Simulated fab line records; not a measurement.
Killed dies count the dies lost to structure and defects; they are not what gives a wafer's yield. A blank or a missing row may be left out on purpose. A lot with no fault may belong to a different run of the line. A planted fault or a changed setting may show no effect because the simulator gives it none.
fab line records ; flow nand-harc
[record] lots = 6; wafers = 16; last-day = 26
route steps=1159 shown A_CHANNEL_HOLE_D1@461 END@1159
lots untouched by any fault: they come from a run of this same line in which no faults occurred
start-h: hours from the record's first day to the start of the lot's first wafer shown ; wait-h: time in hours since the lot's previous step ; " unchanged from the row above ; L1.1+2: a single row standing in for several wafers ; - value missing, or start not given ; * or withheld: withheld ; < > ~ a bound
route shown NAME@n: a module of which the file shows steps, and the number in the route of the first ; usual: mean and standard deviation over wafers with no fault ; same: alike in all rows ; chamber/n: place in a boat ; sites: per-site readings ; _std_site: the values' standard deviation ; _edge_site: outer sites' mean less inner sites' ; radius-mm: how far each site lies from the wafer's centre ; mask NAME#n: copy n ; behind: tool/chamber where the wafer was last shaped ; hold: what put the lot on hold/how long, in hours/how the hold closed ; device: the transistor (n, p or np) that didn't switch ; end of line: the route-end tests of the same wafers ; a step without rows: its recipe alone ; killed: the dies lost at the first sort to structure and to defects; this is not the yield of the wafer ; map: a wafer's dies, marking killed ones x, the rest . and places with no die _
set.NAME: the setting that was run; set.NAME@STEP: the one run at that earlier step ; model.NAME: the simulator's own value behind a step, which no gauge read
lots at selected steps of the route; one table per step, one row per wafer
services: a tool's chamber out of use, with start hour (start-h, from the record's first day; less than 0 if before it), hours out, and reason
[[steps]]
[step NHARC_A_CHANNEL_HOLE_D1_DEVELOP_09]
[recipe] develop-time-s = 35; dev-temp-c = 23
[step NHARC_A_CHANNEL_HOLE_D1_CD_MEAS_10]
[recipe] target-cd-nm = 100; landing-energy-ev = 500
[usual] cd-nm = 100.0/0.5
[same] landing-energy-ev = 500
lot.wafer;tool;chamber;start-h;wait-h;cd-nm
L630.2;cd-sem-01;0;188.34;-;100.6
L630.4;cd-sem-01;0;188.34;-;99.9
L630.6;cd-sem-01;0;188.34;-;99.3
L635.2;cd-sem-01;0;213.57;-;101.3
L635.3;cd-sem-01;0;213.57;-;100.5
L635.6;cd-sem-01;0;213.57;-;101.1
L647.2;cd-sem-02;0;284.80;-;100.3
L647.6;cd-sem-02;0;284.80;-;99.7
L651.2;cd-sem-01;0;295.22;-;100.2
L651.4;cd-sem-01;0;295.22;-;100.1
L651.6;cd-sem-01;0;295.22;-;100.5
L650.1;cd-sem-03;0;297.20;-;100.7
L650.3;cd-sem-03;0;297.20;-;99.6
L650.4;cd-sem-03;0;297.20;-;100.5
L649.1;cd-sem-02;0;298.68;-;99.8
L649.6;cd-sem-02;0;298.68;-;100.3
[step NHARC_A_CHANNEL_HOLE_D1_OVL_MEAS_11]
[usual] overlay-x-nm = 0.1/1; overlay-y-nm = 0.0/0.91
lot.wafer;tool;chamber;start-h;wait-h;overlay-x-nm;overlay-y-nm
L630.2;overlay-02;-;188.43;-;-0.8;0.7
L630.4;overlay-02;-;188.43;-;0.1;1.0
L630.6;overlay-02;-;188.43;-;-0.5;1.2
L635.2;overlay-02;-;213.66;-;0.1;0.3
L635.3;overlay-02;-;213.66;-;-0.3;0.9
L635.6;overlay-02;-;213.66;-;0.1;0.4
L647.2;overlay-01;-;284.88;-;2.6;1.1
L647.6;overlay-01;-;284.88;-;1.9;1.5
L651.2;overlay-02;-;295.30;-;1.9;0.6
L651.4;overlay-02;-;295.30;-;2.0;0.7
L651.6;overlay-02;-;295.30;-;2.3;1.2
L650.1;overlay-01;-;297.29;-;0.7;0.7
L650.3;overlay-01;-;297.29;-;0.6;1.0
L650.4;overlay-01;-;297.29;-;1.0;0.8
L649.1;overlay-01;-;298.77;-;-0.2;-0.4
L649.6;overlay-01;-;298.77;-;0.0;-0.9
[step NHARC_A_CHANNEL_HOLE_D1_INSPECT_12]
[usual] raw-defect-count = 5.4/2.6
lot.wafer;tool;chamber;start-h;wait-h;raw-defect-count
L630.2;defect-inspect-02;-;188.47;0.0;4
L630.4;defect-inspect-02;-;188.47;0.0;2
L630.6;defect-inspect-02;-;188.47;0.0;7
L635.2;defect-inspect-02;-;213.69;0.0;3
L635.3;defect-inspect-02;-;213.69;0.0;1
L635.6;defect-inspect-02;-;213.69;0.0;7
L647.2;defect-inspect-01;-;284.92;0.0;7
L647.6;defect-inspect-01;-;284.92;0.0;7
L651.2;defect-inspect-01;-;295.34;0.0;3
L651.4;defect-inspect-01;-;295.34;0.0;3
L651.6;defect-inspect-01;-;295.34;0.0;7
L650.1;defect-inspect-02;-;297.33;0.0;7
L650.3;defect-inspect-02;-;297.33;0.0;11
L650.4;defect-inspect-02;-;297.33;0.0;4
L649.1;defect-inspect-01;-;298.80;0.0;7
L649.6;defect-inspect-01;-;298.80;0.0;1
[step NHARC_A_CHANNEL_HOLE_D1_DESCUM_15]
[recipe] time-s = 3; o2-flow-sccm = 200; ar-flow-sccm = 0; bias-power-w = 0; chemistry = O2
[step NHARC_A_CHANNEL_HOLE_D1_ETCH_38]
[recipe] target-depth-a = 390; over-etch-frac = 0.3; time-s = 65; ion-energy-ev = 80; cf4-flow-sccm = 150; ar-flow-sccm = 0; rf-w = 300; bias-w = 100; chemistry = CF4
[step NHARC_A_CHANNEL_HOLE_D1_ETCH_39]
[recipe] target-depth-a = 2600; over-etch-frac = 0.3; time-s = 325; ion-energy-ev = 200; n2-flow-sccm = 150; h2-flow-sccm = 150; ar-flow-sccm = 0; rf-w = 400; bias-w = 150; chemistry = N2/H2
[usual] drypump-motor-current-A = 5.9/0.43; h2-flow-sccm = 150.0/0.44; n2-flow-sccm = 149.9/0.47; oes-product-au = 0.994/0.0076; rf-vpp-V = 431.4/2.6; showerhead-plenum-p-Torr = 2.07/0.089; throttle-valve-pct = 14.171/0.0097
lot.wafer;tool;chamber;start-h;wait-h;drypump-motor-current-A;h2-flow-sccm;n2-flow-sccm;oes-product-au;rf-hours-counter-h;rf-vpp-V;showerhead-plenum-p-Torr;throttle-valve-pct
L630.4;rie-diel-12;3;-;-;6.3;149.5;149.9;0.999;10;427.4;1.98;14.163
L630.2;rie-diel-12;2;-;-;5.9;150.1;150.4;0.977;10;436.2;2.19;14.170
L630.6;rie-diel-12;0;-;-;5.6;150.3;150.2;0.987;-;430.1;2.02;14.187
L635.3;rie-diel-06;2;-;-;5.2;150.1;149.0;0.995;9;435.2;2.19;14.166
L635.2;rie-diel-06;3;-;-;6.5;150.4;150.0;0.988;8;433.4;2.11;14.176
L635.6;rie-diel-06;1;-;-;6.1;150.3;150.4;0.990;-;425.8;1.91;14.163
L647.2;rie-diel-12;2;-;-;5.8;149.4;150.5;0.990;7;434.2;2.19;14.168
L647.6;rie-diel-12;2;-;-;5.9;150.1;149.8;0.992;-;435.4;2.19;14.165
L651.2;rie-diel-02;0;-;-;6.2;149.9;149.4;1.013;11;432.1;2.13;14.161
L651.4;rie-diel-02;2;-;-;5.9;149.7;149.4;0.990;9;433.5;2.11;14.156
L651.6;rie-diel-02;0;-;-;6.2;149.4;150.0;1.003;-;433.0;2.13;14.166
L650.3;rie-diel-02;1;-;-;5.6;150.6;150.2;0.987;12;429.9;2.07;14.167
L650.4;rie-diel-02;2;-;-;5.9;150.1;150.1;0.986;10;432.7;2.11;14.158
L650.1;rie-diel-02;3;-;-;5.7;149.5;149.2;1.004;10;430.5;2.03;14.187
L649.1;rie-diel-12;2;-;-;5.9;150.2;149.1;0.992;7;435.0;2.19;14.168
L649.6;rie-diel-12;2;-;-;5.8;149.8;148.9;0.995;-;435.0;2.19;14.169
[step NHARC_A_CHANNEL_HOLE_D1_ETCH_34]
[recipe] target-depth-a = 1540; time-s = 77; cf4-flow-sccm = 100; chf3-flow-sccm = 30; ar-flow-sccm = 0; rf-w = 500; bias-w = 200; chemistry = CF4/CHF3
[step NHARC_A_CHANNEL_HOLE_D1_ETCH_16]
[recipe] target-depth-a = 31000; over-etch-frac = 0.3; time-s = 806; ion-energy-ev = 150; o2-flow-sccm = 400; cos-flow-sccm = 20; ar-flow-sccm = 0; rf-w = 500; bias-w = 300; chemistry = O2/COS
[step NHARC_A_CHANNEL_HOLE_D1_CD_MEAS_18]
[usual] cd-nm = 99.1/2.5
lot.wafer;tool;chamber;start-h;wait-h;cd-nm
L630.2;cd-sem-02;-;189.63;-;98.6
L630.4;cd-sem-02;-;189.63;-;99.6
L630.6;cd-sem-02;-;189.63;-;96.3
L635.2;cd-sem-01;-;214.86;-;99.7
L635.3;cd-sem-01;-;214.86;-;96.8
L635.6;cd-sem-01;-;214.86;-;96.2
L647.2;cd-sem-01;-;286.09;-;99.6
L647.6;cd-sem-01;-;286.09;-;98.1
L651.2;cd-sem-01;-;296.53;-;104.7
L651.4;cd-sem-01;-;296.53;-;96.6
L651.6;cd-sem-01;-;296.53;-;100.0
L650.1;cd-sem-01;-;298.50;-;105.0
L650.3;cd-sem-01;-;298.50;-;103.3
L650.4;cd-sem-01;-;298.50;-;98.3
L649.1;cd-sem-03;-;299.98;-;100.5
L649.6;cd-sem-03;-;299.98;-;100.0
[step NHARC_A_CHANNEL_HOLE_D1_ETCH_19]
[recipe] bias-v = 1200; source-w = 2500; pressure-mtorr = 15; time-s = 34.5; ar-flow-sccm = 375; c4f8-flow-sccm = 28.8; o2-flow-sccm = 96.2; temp-c = -20; target-depth-a = *; chemistry = C4F8/O2/Ar
[step NHARC_A_CHANNEL_HOLE_D1_ETCH_20]
[recipe] bias-v = 3000; source-w = withheld; pressure-mtorr = 20; time-s = 361.9; ar-flow-sccm = 375; c4f8-flow-sccm = 89.3; o2-flow-sccm = 35.7; temp-c = -20; target-depth-a = 16000; chemistry = C4F8/O2/Ar
[step NHARC_A_CHANNEL_HOLE_D1_ETCH_21]
[recipe] bias-v = 3000; source-w = withheld; pressure-mtorr = 20; time-s = 514.3; ar-flow-sccm = 375; c4f8-flow-sccm = 89.3; o2-flow-sccm = 35.7; temp-c = -20; target-depth-a = 16000; chemistry = C4F8/O2/Ar
[usual] drypump-motor-current-A = 5.6/0.51; showerhead-plenum-p-Torr = 3.78/0.11; throttle-valve-pct = 32.155/0.0084
lot.wafer;tool;chamber;start-h;wait-h;drypump-motor-current-A;rf-hours-counter-h;showerhead-plenum-p-Torr;throttle-valve-pct
L630.2;har-etch-02;1;190.20;0.3;5.0;107;3.87;32.148
L630.4;har-etch-02;0;190.20;0.3;5.2;-;3.87;32.162
L630.6;har-etch-02;0;190.20;0.3;5.2;-;3.87;32.156
L635.2;har-etch-01;0;215.44;0.3;5.7;207;3.60;32.155
L635.3;har-etch-01;0;215.44;0.3;5.7;-;3.60;32.131
L635.6;har-etch-01;1;215.44;0.3;6.4;-;3.82;32.150
L647.2;har-etch-01;0;286.59;0.3;5.7;242;3.58;32.153
L647.6;har-etch-01;0;286.59;0.3;5.7;-;3.58;32.148
L651.2;har-etch-02;0;297.03;0.3;5.2;155;3.85;32.151
L651.4;har-etch-02;1;297.03;0.3;5.0;-;3.85;32.150
L651.6;har-etch-02;0;297.03;0.3;5.2;-;3.84;32.160
L650.1;har-etch-02;0;301.27;0.3;5.2;159;3.84;32.145
L650.4;har-etch-02;1;301.27;0.3;5.0;-;3.84;32.152
L650.3;har-etch-02;0;301.27;0.3;5.2;-;3.84;32.151
L649.1;har-etch-01;0;302.73;0.3;5.7;250;3.58;32.154
L649.6;har-etch-01;0;302.73;0.3;5.7;-;3.58;32.141
[step NHARC_A_CHANNEL_HOLE_D1_ETCH_22]
[recipe] bias-v = 3000; source-w = withheld; pressure-mtorr = 20; time-s = 666.7; ar-flow-sccm = 375; c4f8-flow-sccm = 89.3; o2-flow-sccm = 35.7; temp-c = -20; target-depth-a = 16000; chemistry = C4F8/O2/Ar
[step NHARC_A_CHANNEL_HOLE_D1_ETCH_23]
[recipe] bias-v = 5000; source-w = withheld; pressure-mtorr = 20; time-s = 819; ar-flow-sccm = 375; c4f8-flow-sccm = 89.3; o2-flow-sccm = 35.7; temp-c = -20; target-depth-a = 16000; chemistry = C4F8/O2/Ar
[step NHARC_A_CHANNEL_HOLE_D1_ETCH_24]
[recipe] bias-v = 5000; source-w = withheld; pressure-mtorr = 20; time-s = 906.2; ar-flow-sccm = 375; c4f8-flow-sccm = 93.8; o2-flow-sccm = 31.2; temp-c = -20; target-depth-a = 15000; chemistry = C4F8/O2/Ar
[usual] drypump-motor-current-A = 5.6/0.51; showerhead-plenum-p-Torr = 3.77/0.11; throttle-valve-pct = 32.236/0.0088
lot.wafer;tool;chamber;start-h;wait-h;drypump-motor-current-A;rf-hours-counter-h;showerhead-plenum-p-Torr;throttle-valve-pct
L630.2;har-etch-02;1;191.97;0.6;5.0;108;3.87;32.243
L630.4;har-etch-02;0;191.97;0.6;5.2;-;3.87;32.251
L630.6;har-etch-02;0;191.97;0.6;5.2;-;3.87;32.228
L635.2;har-etch-01;0;217.19;0.6;5.7;209;3.59;32.244
L635.3;har-etch-01;0;217.19;0.6;5.7;-;3.59;32.233
L635.6;har-etch-01;1;217.19;0.6;6.4;-;3.81;32.231
L647.2;har-etch-01;0;288.30;0.6;5.8;244;3.58;32.224
L647.6;har-etch-01;0;288.30;0.6;5.7;-;3.58;32.243
L651.2;har-etch-02;0;298.73;0.6;5.2;157;3.84;32.243
L651.4;har-etch-02;1;298.73;0.6;5.0;-;3.84;32.229
L651.6;har-etch-02;0;298.73;0.6;5.2;-;3.84;32.231
L650.1;har-etch-02;0;303.05;0.6;5.2;161;3.84;32.241
L650.4;har-etch-02;1;303.05;0.6;5.1;-;3.84;32.230
L650.3;har-etch-02;0;303.05;0.6;5.2;-;3.84;32.242
L649.1;har-etch-01;0;304.45;0.6;5.7;252;3.57;32.247
L649.6;har-etch-01;0;304.45;0.6;5.8;-;3.57;32.240
[step NHARC_A_CHANNEL_HOLE_D1_ETCH_25]
[recipe] bias-v = 5000; source-w = withheld; pressure-mtorr = 20; time-s = 1040.2; ar-flow-sccm = 375; c4f8-flow-sccm = 93.8; o2-flow-sccm = 31.2; temp-c = -20; target-depth-a = 15000; chemistry = C4F8/O2/Ar
[usual] drypump-motor-current-A = 5.6/0.51; showerhead-plenum-p-Torr = 3.77/0.11; throttle-valve-pct = 32.236/0.01
lot.wafer;tool;chamber;start-h;wait-h;drypump-motor-current-A;rf-hours-counter-h;showerhead-plenum-p-Torr;throttle-valve-pct
L630.2;har-etch-02;1;192.75;0.7;5.0;109;3.87;32.227
L630.4;har-etch-02;0;192.75;0.7;5.2;-;3.87;32.252
L630.6;har-etch-02;0;192.75;0.7;5.2;-;3.87;32.253
L635.2;har-etch-01;0;217.97;0.7;5.7;209;3.59;32.223
L635.3;har-etch-01;0;217.97;0.7;5.7;-;3.59;32.229
L635.6;har-etch-01;1;217.97;0.7;6.3;-;3.81;32.245
L647.2;har-etch-01;0;289.07;0.6;5.8;245;3.57;32.233
L647.6;har-etch-01;0;289.07;0.6;5.8;-;3.57;32.225
L651.2;har-etch-02;0;299.50;0.6;5.2;158;3.84;32.222
L651.4;har-etch-02;1;299.50;0.6;5.0;-;3.84;32.251
L651.6;har-etch-02;0;299.50;0.6;5.2;-;3.84;32.228
L650.1;har-etch-02;0;303.83;0.7;5.2;162;3.84;32.250
L650.4;har-etch-02;1;303.83;0.7;5.0;-;3.84;32.238
L650.3;har-etch-02;0;303.83;0.7;5.3;-;3.84;32.243
L649.1;har-etch-01;0;305.21;0.6;5.7;253;3.57;32.217
L649.6;har-etch-01;0;305.21;0.6;5.7;-;3.57;32.226
[step NHARC_A_CHANNEL_HOLE_D1_ETCH_26]
[recipe] bias-v = 300; source-w = 2000; pressure-mtorr = 30; time-s = 224.1; ar-flow-sccm = 375; c4f8-flow-sccm = 11.4; o2-flow-sccm = 113.6; temp-c = -20; target-depth-a = 3000; chemistry = C4F8/O2/Ar
[step NHARC_A_CHANNEL_HOLE_D1_ETCH_33]
[recipe] bias-v = 400; source-w = 2000; pressure-mtorr = 25; time-s = 90; ar-flow-sccm = 375; c4f8-flow-sccm = 41.7; o2-flow-sccm = 83.3; temp-c = -20; target-depth-a = 4000; chemistry = C4F8/O2/Ar
[usual] drypump-motor-current-A = 5.6/0.51; showerhead-plenum-p-Torr = 3.82/0.11; throttle-valve-pct = 27.620/0.0092
lot.wafer;tool;chamber;start-h;wait-h;drypump-motor-current-A;rf-hours-counter-h;showerhead-plenum-p-Torr;throttle-valve-pct
L630.2;har-etch-02;1;193.71;0.2;5.1;110;3.92;27.629
L630.4;har-etch-02;0;193.71;0.2;5.2;-;3.92;27.618
L630.6;har-etch-02;0;193.71;0.2;5.2;-;3.92;27.612
L635.2;har-etch-01;0;218.94;0.2;5.7;210;3.63;27.627
L635.3;har-etch-01;0;218.94;0.2;5.8;-;3.63;27.631
L635.6;har-etch-01;1;218.94;0.2;6.3;-;3.86;27.609
L647.2;har-etch-01;0;290.14;0.2;5.8;246;3.61;27.614
L647.6;har-etch-01;0;290.14;0.2;5.8;-;3.61;27.622
L651.2;har-etch-02;0;300.58;0.2;5.2;159;3.89;27.609
L651.4;har-etch-02;1;300.58;0.2;5.0;-;3.89;27.600
L651.6;har-etch-02;0;300.58;0.2;5.2;-;3.89;27.607
L650.1;har-etch-02;0;304.80;0.2;5.2;163;3.89;27.614
L650.4;har-etch-02;1;304.80;0.2;5.0;-;3.89;27.610
L650.3;har-etch-02;0;304.80;0.2;5.2;-;3.89;27.629
L649.1;har-etch-01;0;306.29;0.2;5.7;254;3.61;27.618
L649.6;har-etch-01;0;306.29;0.2;5.8;-;3.61;27.617
[step NHARC_A_CHANNEL_HOLE_D1_STRIP_41]
[recipe] n2-flow-sccm = 150; h2-flow-sccm = 150; ar-flow-sccm = 0; bias-w = 0; chemistry = N2/H2
[step NHARC_A_CHANNEL_HOLE_D1_STRIP_42]
[recipe] cf4-flow-sccm = 100; chf3-flow-sccm = 30; ar-flow-sccm = 0; bias-w = 0; chemistry = CF4/CHF3
[step NHARC_A_CHANNEL_HOLE_D1_STRIP_43]
[recipe] o2-flow-sccm = 400; cos-flow-sccm = 20; ar-flow-sccm = 0; bias-w = 0; chemistry = O2/COS
[step NHARC_A_CHANNEL_HOLE_D1_ETCH_44]
[recipe] target-depth-a = 1400; overetch-a = 140; time-s = 77; ion-energy-ev = 100; cf4-flow-sccm = 80; o2-flow-sccm = 20; ar-flow-sccm = 0; rf-w = 300; bias-w = 100; chemistry = CF4/O2
[usual] drypump-motor-current-A = 5.9/0.48; oes_o_777_au = 1.000/0.0042; oes-product-au = 0.991/0.0079; rf-vpp-V = 198.1/1.5; showerhead-plenum-p-Torr = 1.35/0.064; throttle-valve-pct = 13.398/0.01
lot.wafer;tool;chamber;start-h;wait-h;drypump-motor-current-A;oes_o_777_au;oes-product-au;rf-hours-counter-h;rf-vpp-V;showerhead-plenum-p-Torr;throttle-valve-pct
L630.4;rie-diel-12;1;194.44;0.1;5.2;1.000;0.985;11;198.6;1.40;13.416
L630.2;rie-diel-12;2;194.44;0.1;5.8;0.997;0.984;11;200.3;1.43;13.390
L630.6;rie-diel-12;3;194.44;0.1;6.3;0.997;0.992;-;196.3;1.30;13.403
L635.3;rie-diel-06;2;219.66;0.1;5.2;1.003;0.995;10;198.5;1.43;13.395
L635.2;rie-diel-06;3;219.66;0.1;6.5;0.998;1.001;9;197.4;1.38;13.393
L635.6;rie-diel-06;1;219.66;0.1;6.2;1.000;0.983;-;196.0;1.25;13.394
L647.2;rie-diel-12;3;290.90;0.1;6.3;1.002;0.986;7;196.8;1.29;13.415
L647.6;rie-diel-12;1;290.90;0.1;5.2;1.003;0.996;-;199.3;1.40;13.395
L651.4;rie-diel-06;0;301.33;0.0;6.5;1.003;1.004;2;194.8;1.26;13.396
L651.2;rie-diel-06;2;301.33;0.0;5.2;1.002;0.983;3;198.2;1.42;13.395
L651.6;rie-diel-06;1;301.33;0.0;6.2;1.005;0.990;-;196.5;1.25;13.386
L650.4;rie-diel-06;2;305.52;0.1;5.2;0.997;0.997;3;200.1;1.42;13.398
L650.1;rie-diel-06;3;305.52;0.1;6.5;1.000;0.986;4;198.7;1.38;13.405
L650.3;rie-diel-06;0;305.52;0.1;6.5;0.999;0.994;3;195.9;1.26;13.399
L649.1;rie-diel-12;3;307.09;0.1;6.3;1.004;0.974;8;196.6;1.30;13.401
L649.6;rie-diel-12;3;307.09;0.1;6.3;0.997;0.979;-;196.7;1.30;13.393
[step NHARC_A_CHANNEL_HOLE_D1_STRIP_27]
[recipe] o2-flow-sccm = 500; ar-flow-sccm = 0; bias-w = 0; chemistry = O2
[step NHARC_A_CHANNEL_HOLE_D1_PRECLEAN_28]
[recipe] time-s = *; temp-c = 50; bath-age-min = 0; chemistry = SC1
[step NHARC_A_CHANNEL_HOLE_D1_SRD_29]
[step NHARC_A_CHANNEL_HOLE_D1_CD_MEAS_30]
[usual] cd-nm = 89.4/1.5
lot.wafer;tool;chamber;start-h;wait-h;cd-nm
L630.2;cd-sem-02;-;195.22;-;91.8
L630.4;cd-sem-02;-;195.22;-;88.3
L630.6;cd-sem-02;-;195.22;-;87.1
L635.2;cd-sem-01;-;220.98;-;91.2
L635.3;cd-sem-01;-;220.98;-;90.2
L635.6;cd-sem-01;-;220.98;-;91.2
L647.2;cd-sem-02;-;291.68;-;88.5
L647.6;cd-sem-02;-;291.68;-;87.1
L651.2;cd-sem-02;-;302.13;-;90.0
L651.4;cd-sem-02;-;302.13;-;91.4
L651.6;cd-sem-02;-;302.13;-;91.8
L650.1;cd-sem-02;-;306.32;-;89.8
L650.3;cd-sem-02;-;306.32;-;91.5
L650.4;cd-sem-02;-;306.32;-;89.8
L649.1;cd-sem-01;-;307.99;-;87.1
L649.6;cd-sem-01;-;307.99;-;87.8
[step NHARC_A_CHANNEL_HOLE_D1_XSEM_31]
[recipe] landing-energy-ev = 35000
[step NHARC_A_CHANNEL_HOLE_D1_INSPECT_40]
[usual] raw-defect-count = 63/15
lot.wafer;tool;chamber;start-h;wait-h;hold;raw-defect-count
L630.2;defect-inspect-01;-;195.42;-;-;38
L630.4;defect-inspect-01;-;195.42;-;-;81
L630.6;defect-inspect-01;-;195.42;-;-;57
L635.2;defect-inspect-02;-;221.16;-;-;56
L635.3;defect-inspect-02;-;221.16;-;-;57
L635.6;defect-inspect-02;-;221.16;-;-;84
L647.2;defect-inspect-02;-;291.87;-;await-dispo/0.2h/release;598
L647.6;defect-inspect-02;-;291.87;-;await-dispo/0.2h/release;642
L647.2;defect-inspect-02;-;292.04;0.2;-;600
L647.6;defect-inspect-02;-;292.04;0.2;-;652
L651.2;defect-inspect-01;-;302.31;-;-;52
L651.4;defect-inspect-01;-;302.31;-;-;57
L651.6;defect-inspect-01;-;302.31;-;-;73
L650.1;defect-inspect-01;-;306.50;-;-;37
L650.3;defect-inspect-01;-;306.50;-;-;67
L650.4;defect-inspect-01;-;306.50;-;-;42
L649.1;defect-inspect-01;-;308.18;-;await-dispo/0.2h/release;641
L649.6;defect-inspect-01;-;308.18;-;await-dispo/0.2h/release;616
L649.1;defect-inspect-01;-;308.35;0.2;-;624
L649.6;defect-inspect-01;-;308.35;0.2;-;606
[step NHARC_END_SORT_01]
[recipe] temp-c = 25
[usual] killed-at-array = 24/8.8; killed-at-other = 0.7/0.99; killed-at-periphery = 3.5/2.6; killed-dies = 28/9.3; killed-open = 3.2/1.7; killed-short = 1.7/1.4
[same] gross-dies = 677
lot.wafer;tool;chamber;start-h;wait-h;killed-at-array;killed-at-other;killed-at-periphery;killed-dies;killed-open;killed-short
L650.1;prober-02;0;570.03;2.5;28;0;2;30;1;6
L650.3;prober-02;0;571.62;3.1;34;1;2;37;5;0
L647.2;prober-01;0;580.11;2.8;80;6;1;87;2;0
L647.6;prober-01;0;583.33;4.0;82;0;3;85;6;2
L649.1;prober-01;0;611.97;2.5;84;0;3;87;4;2
L649.6;prober-01;0;615.95;4.0;98;1;1;100;2;0
// killed by level:class
L650.1 A_SLIT:chamber-film-flake=13 A_STAIRCASE:chamber-film-flake=3 A_CONTACT:chamber-film-flake=3 A_WL_FILL:geometric-particle:short=2 A_CHANNEL_HOLE_D1:chamber-film-flake=2 P_GATE:geometric-particle:short=1 A_ONON_D1:geometric-particle:short=1 A_CHANNEL_HOLE_D1:geometric-particle:short=1
L650.3 A_SLIT:chamber-film-flake=10 A_CHANNEL_HOLE_D1:chamber-film-flake=8 A_CONTACT:chamber-film-flake=6 A_STAIRCASE:chamber-film-flake=5 P_M1:geometric-particle:open=1 P_M2:geometric-particle:open=1 A_CHANNEL_FILL_D1:geometric-particle:open=1 A_CONTACT:geometric-particle:open=1
L647.2 A_CHANNEL_HOLE_D1:unspecified=57 A_CONTACT:chamber-film-flake=6 A_BONDPAD:chamber-film-flake=6 THIN_TSV:chamber-film-flake=6 A_STAIRCASE:chamber-film-flake=4 A_ZERO_WELL:chamber-film-flake=3 A_CHANNEL_HOLE_D1:chamber-film-flake=3 P_M0:geometric-particle:open=1
L647.6 A_CHANNEL_HOLE_D1:unspecified=59 A_BONDPAD:chamber-film-flake=5 A_CONTACT:chamber-film-flake=4 A_M0:geometric-particle:open=2 A_CHANNEL_HOLE_D1:chamber-film-flake=2 A_SLIT:chamber-film-flake=2 A_WL_FILL:chamber-film-flake=2 P_M0:geometric-particle:open=1
L649.1 A_CHANNEL_HOLE_D1:unspecified=54 A_SLIT:chamber-film-flake=16 A_CHANNEL_HOLE_D1:chamber-film-flake=3 A_STAIRCASE:chamber-film-flake=3 A_M0:geometric-particle:open=2 P_M0:chamber-film-flake=2 A_CONTACT:chamber-film-flake=2 A_SGD_CUT:geometric-particle:short=1
L649.6 A_CHANNEL_HOLE_D1:unspecified=57 A_SLIT:chamber-film-flake=26 A_STAIRCASE:chamber-film-flake=6 A_CHANNEL_HOLE_D1:chamber-film-flake=4 A_CONTACT:chamber-film-flake=4 P_M0:geometric-particle:open=1 A_ONON_D1:geometric-particle:open=1 THIN_TSV:chamber-film-flake=1
// map L647.2 (x killed, . not)
____________.____________
_________......._________
_______......x...._______
______.........xx..______
_____..............._____
____...........x.....____
____.................____
___.x.................___
___...................___
__..x..................__
__x.x..................__
_....x.................._
_.x....................._
_.............x........._
_...................xx.._
_....................xxx_
................x...xxxxx
...................x..xxx
....x...........x.xxxxxxx
...................xxxxxx
.................x.xxxxxx
_.................xxxxxx_
_..................xxxxx_
_..................xxxxx_
_...................xxxx_
_.........x.........xxxx_
__..................xxx__
__.................x.xx__
___...................___
___.x...x.....x.x.....___
____.................____
____.x...............____
_____...x..........._____
______....x........______
_______x.........._______
_________......._________
____________.____________
// map L649.6 (x killed, . not)
____________.____________
_________......._________
_______..........._______
______.............______
_____..............._____
____.................____
____.................____
___...................___
___...................___
__.....................__
__.......x.............__
_......................._
_......................._
_x.x.x.................._
_x....x..............xx._
_....x.....x............_
......................xxx
.....................xxxx
....................xxxxx
...................xxxxxx
....................xxxxx
_.................xxxxxx_
_.................xxxxxx_
_..................xxxxx_
_............x....xxxxxx_
_..................xxxxx_
__.................xxxx__
__.x...........x.x..x.x__
___...........x......x___
___...........x.x...x.___
____........x.xx.....____
____......x.x..xxx...____
_____.......xxxxx..._____
______......xxxx.x.______
_______...x....xxx_______
_________......x_________
____________x____________
[[services]]
tool;chamber;start-h;hours;kind
har-etch-02;-;169.33;6.3;repair
rie-diel-12;0;181.46;-;clean
rie-diel-12;1;181.46;-;clean
rie-diel-12;2;181.46;-;clean
rie-diel-12;3;181.46;-;clean
rie-diel-12;-;202.40;9.0;pm
rie-diel-12;0;202.40;9.0;vent-cycle
rie-diel-12;1;202.40;9.0;vent-cycle
rie-diel-12;2;202.40;9.0;vent-cycle
rie-diel-12;3;202.40;9.0;vent-cycle
rie-diel-12;0;211.40;-;clean
rie-diel-12;1;211.40;-;clean
rie-diel-12;1;215.93;10.7;repair
rie-diel-12;-;238.33;0.8;repair
rie-diel-06;-;241.20;9.0;pm
rie-diel-12;1;265.36;1.6;repair
rie-diel-06;1;269.60;12.1;repair
rie-diel-12;1;274.49;2.8;repair
rie-diel-06;0;276.47;9.6;repair
rie-diel-12;3;301.25;3.0;repair
rie-diel-02;1;302.50;17.2;repair
har-etch-01;-;306.48;17.0;pm
har-etch-01;0;306.48;17.0;vent-cycle
har-etch-01;1;306.48;17.0;vent-cycle
[[key]]
[first-sign] step = NHARC_A_CHANNEL_HOLE_D1_INSPECT_40; reading = visit; direction = added
[effect] step = NHARC_A_CHANNEL_HOLE_D1_INSPECT_40; reading = raw-defect-count; direction = up; sigmas = 37; usual = 63; struck = 624
[effect] step = NHARC_END_SORT_01; reading = killed-at-array; direction = up; sigmas = 7; usual = 24; struck = 86
[more-kills-born-at] NHARC_A_CHANNEL_HOLE_D1_ETCH_21@har-etch-01 = 161
met-at NHARC_A_CHANNEL_HOLE_D1_ETCH_21
struck-wafers L647.2,L647.6,L649.1,L649.6
tester-left-out L647,L649
onset-between 215.44 286.59
also-fits NHARC_A_CHANNEL_HOLE_D1_ETCH_39:rie-diel-12,NHARC_A_CHANNEL_HOLE_D1_ETCH_24:har-etch-01,NHARC_A_CHANNEL_HOLE_D1_ETCH_25:har-etch-01,NHARC_A_CHANNEL_HOLE_D1_ETCH_33:har-etch-01
[fault] kind = chamber-particle-source; tool = har-etch-01; chamber = 0; onset-h = 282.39; steps = NHARC_A_CHANNEL_HOLE_D1_ETCH_21; rate-per-visit-cm2 = 0.81649; end-h = 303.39
// tester-left-out: of these lots the tester's yield and bins aren't shown, on N5 and GAA mostly nor the transistor test; their killed dies are dies lost to structure and defects alone, not to doping, threshold or leakage, so they don't give the yield
